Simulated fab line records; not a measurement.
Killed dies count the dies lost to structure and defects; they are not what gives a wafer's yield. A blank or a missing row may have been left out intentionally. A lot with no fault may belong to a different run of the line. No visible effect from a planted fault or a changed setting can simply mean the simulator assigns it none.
Chamber matching || flow nandHarc || NHARC_A_CHANNEL_FILL_D1_STRIP_28 on rieDiel-07: 4 sister chambers
The step strips in O2, time 20 s. 18 wafers are shown with their chamber, then 9 later ones without.

EACH WAFER AND ITS CHAMBER
{"wafer": "L075.3", "chamber": 2, "showerheadPlenumPTorr (Torr)": 3.67, "drypumpMotorCurrentA (A)": 5.1, "chamberPressureMTorr (mTorr)": 59.98}
{"wafer": "L075.5", "chamber": 3, "showerheadPlenumPTorr (Torr)": 3.56, "drypumpMotorCurrentA (A)": 5.8, "chamberPressureMTorr (mTorr)": 59.90}
{"wafer": "L075.6", "chamber": 2, "showerheadPlenumPTorr (Torr)": 3.67, "drypumpMotorCurrentA (A)": 5.1, "chamberPressureMTorr (mTorr)": 60.04}
{"wafer": "L076.1", "chamber": 2, "showerheadPlenumPTorr (Torr)": 3.67, "drypumpMotorCurrentA (A)": 5.1, "chamberPressureMTorr (mTorr)": 59.93}
{"wafer": "L076.4", "chamber": 2, "showerheadPlenumPTorr (Torr)": 3.67, "drypumpMotorCurrentA (A)": 5.1, "chamberPressureMTorr (mTorr)": 59.98}
{"wafer": "L076.6", "chamber": 3, "showerheadPlenumPTorr (Torr)": 3.55, "drypumpMotorCurrentA (A)": 5.8, "chamberPressureMTorr (mTorr)": 59.93}
{"wafer": "L080.1", "chamber": 1, "showerheadPlenumPTorr (Torr)": 3.43, "drypumpMotorCurrentA (A)": 6.3, "chamberPressureMTorr (mTorr)": 59.94}
{"wafer": "L080.2", "chamber": 3, "showerheadPlenumPTorr (Torr)": 3.55, "drypumpMotorCurrentA (A)": 5.7, "chamberPressureMTorr (mTorr)": 59.92}
{"wafer": "L080.3", "chamber": 2, "showerheadPlenumPTorr (Torr)": 3.67, "drypumpMotorCurrentA (A)": 5.1, "chamberPressureMTorr (mTorr)": 60.03}
{"wafer": "L083.2", "chamber": 1, "showerheadPlenumPTorr (Torr)": 3.43, "drypumpMotorCurrentA (A)": 6.3, "chamberPressureMTorr (mTorr)": 59.96}
{"wafer": "L083.4", "chamber": 0, "showerheadPlenumPTorr (Torr)": 3.57, "drypumpMotorCurrentA (A)": 6.2, "chamberPressureMTorr (mTorr)": 60.00}
{"wafer": "L083.5", "chamber": 1, "showerheadPlenumPTorr (Torr)": 3.43, "drypumpMotorCurrentA (A)": 6.3, "chamberPressureMTorr (mTorr)": 59.96}
{"wafer": "L087.4", "chamber": 1, "showerheadPlenumPTorr (Torr)": 3.43, "drypumpMotorCurrentA (A)": 6.3, "chamberPressureMTorr (mTorr)": 60.01}
{"wafer": "L087.5", "chamber": 2, "showerheadPlenumPTorr (Torr)": 3.67, "drypumpMotorCurrentA (A)": 5.1, "chamberPressureMTorr (mTorr)": 60.04}
{"wafer": "L087.6", "chamber": 3, "showerheadPlenumPTorr (Torr)": 3.55, "drypumpMotorCurrentA (A)": 5.7, "chamberPressureMTorr (mTorr)": 60.00}
{"wafer": "L089.1", "chamber": 2, "showerheadPlenumPTorr (Torr)": 3.67, "drypumpMotorCurrentA (A)": 5.1, "chamberPressureMTorr (mTorr)": 60.05}
{"wafer": "L089.3", "chamber": 3, "showerheadPlenumPTorr (Torr)": 3.55, "drypumpMotorCurrentA (A)": 5.8, "chamberPressureMTorr (mTorr)": 59.90}
{"wafer": "L089.6", "chamber": 3, "showerheadPlenumPTorr (Torr)": 3.55, "drypumpMotorCurrentA (A)": 5.7, "chamberPressureMTorr (mTorr)": 59.99}

SIGNATURES (averages over the wafers above)
{"reading": "showerheadPlenumPTorr", "chamber 0": 3.5700, "chamber 1": 3.4300, "chamber 2": 3.6700, "chamber 3": 3.5517, "scatter within a chamber": 0.00244}
{"reading": "drypumpMotorCurrentA", "chamber 0": 6.200, "chamber 1": 6.300, "chamber 2": 5.100, "chamber 3": 5.750, "scatter within a chamber": 0.0327}
{"reading": "chamberPressureMTorr", "chamber 0": 60.0000, "chamber 1": 59.9675, "chamber 2": 60.0071, "chamber 3": 59.9400, "scatter within a chamber": 0.0418}
Rule: a wafer lies at a distance from a chamber equal to the root of the sum of squares, over the readings, of (its reading less the chamber's mean, divided by the reading's scatter). If the next closest chamber is less than 2 further off than the closest, the wafer can't be placed; otherwise it belongs to the closest. The scatter is the square root of a quotient: the sum, over the shown wafers, of each reading's squared deviation from its chamber's mean, divided by wafers minus chambers.

WAFERS WHOSE CHAMBER IS MISSING
{"wafer": "L090.2", "showerheadPlenumPTorr (Torr)": 3.43, "drypumpMotorCurrentA (A)": 6.3, "chamberPressureMTorr (mTorr)": 59.93}
{"wafer": "L090.4", "showerheadPlenumPTorr (Torr)": 3.57, "drypumpMotorCurrentA (A)": 6.2, "chamberPressureMTorr (mTorr)": 59.88}
{"wafer": "L090.5", "showerheadPlenumPTorr (Torr)": 3.56, "drypumpMotorCurrentA (A)": 6.3, "chamberPressureMTorr (mTorr)": 59.91}
{"wafer": "L094.1", "showerheadPlenumPTorr (Torr)": 3.55, "drypumpMotorCurrentA (A)": 5.8, "chamberPressureMTorr (mTorr)": 60.04}
{"wafer": "L094.4", "showerheadPlenumPTorr (Torr)": 3.67, "drypumpMotorCurrentA (A)": 5.1, "chamberPressureMTorr (mTorr)": 60.04}
{"wafer": "L094.6", "showerheadPlenumPTorr (Torr)": 3.55, "drypumpMotorCurrentA (A)": 5.7, "chamberPressureMTorr (mTorr)": 59.98}
{"wafer": "L097.1", "showerheadPlenumPTorr (Torr)": 3.67, "drypumpMotorCurrentA (A)": 5.1, "chamberPressureMTorr (mTorr)": 59.99}
{"wafer": "L097.2", "showerheadPlenumPTorr (Torr)": 3.43, "drypumpMotorCurrentA (A)": 6.3, "chamberPressureMTorr (mTorr)": 60.10}
{"wafer": "L097.6", "showerheadPlenumPTorr (Torr)": 3.56, "drypumpMotorCurrentA (A)": 6.2, "chamberPressureMTorr (mTorr)": 59.99}

WHICH CHAMBER EACH WENT THROUGH
{"wafer": "L090.2", "from the rows above": 1, "in truth": 1}
{"wafer": "L090.4", "from the rows above": 0, "in truth": 0}
{"wafer": "L090.5", "from the rows above": 0, "in truth": 0}
{"wafer": "L094.1", "from the rows above": 3, "in truth": 3}
{"wafer": "L094.4", "from the rows above": 2, "in truth": 2}
{"wafer": "L094.6", "from the rows above": 3, "in truth": 3}
{"wafer": "L097.1", "from the rows above": 2, "in truth": 2}
{"wafer": "L097.2", "from the rows above": 1, "in truth": 1}
{"wafer": "L097.6", "from the rows above": 0, "in truth": 0}
Correct placement for 9 of the 9. From these rows, 0 cannot be placed. 0 placed wrongly.
